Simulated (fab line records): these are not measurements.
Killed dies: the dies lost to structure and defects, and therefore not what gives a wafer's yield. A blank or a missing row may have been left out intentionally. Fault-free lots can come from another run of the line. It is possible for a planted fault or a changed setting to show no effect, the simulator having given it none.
Matching of chambers :: flow nand harc :: NHARC_A_CONTACT_DEP_58 on pecvd-01 has 3 sister chambers
The step deposits SiON, target thk 90 nm. 3 wafers are shown with their chamber, then 11 later ones without.

## WAFERS WITH THEIR CHAMBER
wafer: L084.1
chamber: 0
heater power w (W): 898

wafer: L084.3
chamber: 2
heater power w (W): 751

wafer: L087.1
chamber: 1
heater power w (W): 617

## WAFERS WHOSE CHAMBER IS MISSING
wafer: L087.4
heater power w (W): 730

wafer: L087.6
heater power w (W): 848

wafer: L091.1
heater power w (W): 756

wafer: L091.2
heater power w (W): 801

wafer: L091.3
heater power w (W): 939

wafer: L093.2
heater power w (W): 707

wafer: L093.3
heater power w (W): 954

wafer: L093.6
heater power w (W): 765

wafer: L097.1
heater power w (W): 666

wafer: L097.2
heater power w (W): 716

wafer: L097.5
heater power w (W): 655

## THE CHAMBER EACH PASSED THROUGH
wafer: L087.4
from the rows above: 2
in truth: 2

wafer: L087.6
from the rows above: can't be placed: 0 or 2
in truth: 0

wafer: L091.1
from the rows above: 2
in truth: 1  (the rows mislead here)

wafer: L091.2
from the rows above: can't be placed: 2 or 0
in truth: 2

wafer: L091.3
from the rows above: 0
in truth: 0

wafer: L093.2
from the rows above: can't be placed: 2 or 1
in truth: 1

wafer: L093.3
from the rows above: 0
in truth: 0

wafer: L093.6
from the rows above: 2
in truth: 2

wafer: L097.1
from the rows above: can't be placed: 1 or 2
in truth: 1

wafer: L097.2
from the rows above: can't be placed: 2 or 1
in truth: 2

wafer: L097.5
from the rows above: can't be placed: 1 or 2
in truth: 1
Correct placement for 4 of the 11. Unplaceable from these rows: 6, with the true chamber sitting among the candidates in 6. Wrongly placed: 1.
How it was worked out, from the rows above alone: a wafer's distance from a chamber is the root of the sum, over the readings, of the square of ((its reading less the chamber's mean) divided by the reading's scatter). The wafer belongs to the nearest chamber; if the next one is less than 2 further off, it can't be placed. Each chamber's mean is taken over the wafers shown for it. The scatter (one wafer shown for each chamber): square how far every hidden wafer sits from the nearest shown wafer, average those squares and take the square root.
